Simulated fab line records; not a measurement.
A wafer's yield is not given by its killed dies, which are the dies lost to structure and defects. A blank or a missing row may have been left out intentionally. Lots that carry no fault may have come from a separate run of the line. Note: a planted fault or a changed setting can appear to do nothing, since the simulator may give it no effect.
Matching of chambers	flow nand-harc	NHARC_P_M0_PRE_CLEAN_31 on pecvd-03: 3 sister chambers
The step time 12 s. 6 wafers are shown with their chamber, then 10 later ones without.

## WAFERS WITH THEIR CHAMBER
wafer	chamber	heater-power-w (W)
L089.3	1	603
L089.5	0	681
L088.5	1	578
L088.6	2	533
L091.2	2	542
L091.3	0	696

## WAFERS MISSING THEIR CHAMBER
wafer	heater-power-w (W)
L091.5	554
L095.1	665
L095.2	600
L095.6	676
L097.3	631
L097.4	711
L097.6	622
L097.1	685
L097.2	635
L097.5	627

## WHICH CHAMBER EACH WENT THROUGH
wafer	from the rows above	in truth
L091.5	can't be placed: 2 or 1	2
L095.1	0	0
L095.2	1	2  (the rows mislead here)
L095.6	0	0
L097.3	can't be placed: 1 or 0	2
L097.4	0	0
L097.6	1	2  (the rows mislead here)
L097.1	0	0
L097.2	can't be placed: 1 or 0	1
L097.5	1	1
Correct placement for 5 of the 10. Cannot be placed on the basis of these rows: 3; the candidates contain the true chamber in 2. 2 placed wrongly.
How it was worked out, from the rows above alone: a wafer's distance from a chamber is the root of the sum, over the readings, of the square of ((its reading less the chamber's mean) divided by the reading's scatter). If the next closest chamber is less than 2 further off than the closest, the wafer can't be placed; otherwise it belongs to the closest. The mean given for a chamber averages the wafers shown for that chamber. The scatter is the square root of a quotient: the sum, over the shown wafers, of each reading's squared deviation from its chamber's mean, divided by wafers minus chambers.
